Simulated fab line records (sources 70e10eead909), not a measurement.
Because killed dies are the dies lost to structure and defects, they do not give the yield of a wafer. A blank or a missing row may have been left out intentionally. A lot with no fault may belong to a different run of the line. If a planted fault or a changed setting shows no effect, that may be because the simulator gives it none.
One fault through the eyes of 3 desks :: flow nand_harc :: each desk holds nothing but its own numbers, with what lay behind them at the end

AT THE TOOL OWNER'S DESK: rie_diel-04
The tool's own readings at NHARC_A_CHANNEL_HOLE_D2_ETCH_16 (etches the open film in O2/COS, target depth 3100 nm, time 806 s): means of the sampled wafers that have a number, for each lot that ran on this tool. The brackets show how far a lot's mean lies from the usual mean; more than 4 standard deviations puts the lot out of limits, marked OUT.
Columns: A = drypump_motor_current_A at NHARC_A_CHANNEL_HOLE_D2_ETCH_16, usual 5.6 A; B = oes_product_au at NHARC_A_CHANNEL_HOLE_D2_ETCH_16, usual 1.000 a.u.; C = rf_fwd_power_W at NHARC_A_CHANNEL_HOLE_D2_ETCH_16, usual 499.7 W; D = rf_vpp_V at NHARC_A_CHANNEL_HOLE_D2_ETCH_16, usual 314.1 V; E = showerhead_plenum_p_Torr at NHARC_A_CHANNEL_HOLE_D2_ETCH_16, usual 3.12 Torr; F = throttle_valve_pct at NHARC_A_CHANNEL_HOLE_D2_ETCH_16, usual 28.330 %
lot: L796
first seen here: day 14 02:56
A: 5.7
B: 0.995
C: 500.0
D: 315.4
E: 3.16
F: 28.328

lot: L799
first seen here: day 15 03:11
A: 5.8
B: 1.001
C: 497.5
D: 314.8
E: 3.14
F: 28.333

lot: L806
first seen here: day 17 20:25
A: 5.6
B: 0.996
C: 500.3
D: 314.6
E: 3.15
F: 28.327

lot: L807
first seen here: day 18 12:16
A: 5.8
B: 0.995
C: 500.6
D: 315.2
E: 3.18
F: 28.322

lot: L815
first seen here: day 21 18:07
A: 5.5
B: 1.000
C: 499.9
D: 315.0
E: 3.14
F: 28.325
Finding of this desk: none of the 5 lots has anything out of limits.

METROLOGY DESK
Means of the sampled wafers that have a number, per lot and without regard to the tool the lot ran on: this is what the gauges read. The brackets show how far a lot's mean lies from the usual mean; more than 4 standard deviations puts the lot out of limits, marked OUT.
Columns: A = cd_nm at NHARC_A_CHANNEL_HOLE_D2_CD_MEAS_31, usual 90.2 nm
lot: L795
first seen here: day 13 19:31
A: 89.4

lot: L796
first seen here: day 14 09:09
A: 89.4

lot: L799
first seen here: day 15 09:31
A: 89.9

lot: L806
first seen here: day 18 03:01
A: 90.8

lot: L807
first seen here: day 18 18:23
A: 91.0

lot: L808
first seen here: day 19 16:39
A: 90.1

lot: L812
first seen here: day 21 03:28
A: 88.8

lot: L814
first seen here: day 21 23:10
A: 90.1

lot: L815
first seen here: day 22 00:19
A: 89.3

lot: L813
first seen here: day 22 03:29
A: 90.2

lot: L816
first seen here: day 22 05:11
A: 89.0
Finding of this desk: none of the 11 lots has anything out of limits.

THE DEFECT DESK
What the inspections along the route counted, lot by lot: means of the sampled wafers that have a number. The brackets show how far a lot's mean lies from the usual mean; more than 4 standard deviations puts the lot out of limits, marked OUT.
Columns: A = raw_defect_count at NHARC_A_CHANNEL_HOLE_D2_INSPECT_40, usual 288
lot: L795
first seen here: day 13 19:42
A: 232

lot: L796
first seen here: day 14 09:20
A: 396

lot: L799
first seen here: day 15 09:42
A: 273

lot: L806
first seen here: day 18 03:12
A: 1059 (+8.5) OUT

lot: L807
first seen here: day 18 18:34
A: 1222 (+10) OUT

lot: L808
first seen here: day 19 16:50
A: 319

lot: L812
first seen here: day 21 03:39
A: 318

lot: L814
first seen here: day 21 23:21
A: 205

lot: L815
first seen here: day 22 00:31
A: 241

lot: L813
first seen here: day 22 03:40
A: 352

lot: L816
first seen here: day 22 05:22
A: 277
This desk's verdict: out of limits on L806, L807, starting with L806 at day 18 03:12 (raw_defect_count at NHARC_A_CHANNEL_HOLE_D2_INSPECT_40). L795, L796, L799, L808, L812, L814, L815, L813, L816 stayed within limits.

BROUGHT TOGETHER
The defect desk could have raised an alarm at day 18 03:12, on L806, L807.
Nothing out of limits was seen by the tool owner's desk.
Nothing out of limits was seen by the metrology desk.
On record at the tool owner's desk: L806, L807, within its limits.
The metrology desk has L806, L807 on record, within its limits.
On rie_diel-04, each named lot ran NHARC_A_CHANNEL_HOLE_D2_ETCH_16.

WHAT THE SIMULATOR HAD PUT IN
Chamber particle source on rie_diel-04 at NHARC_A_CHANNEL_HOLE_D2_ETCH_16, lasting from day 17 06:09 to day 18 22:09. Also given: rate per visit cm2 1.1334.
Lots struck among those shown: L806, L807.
Hours from the fault's start to each desk's first reading out of limits: the defect desk, 21.
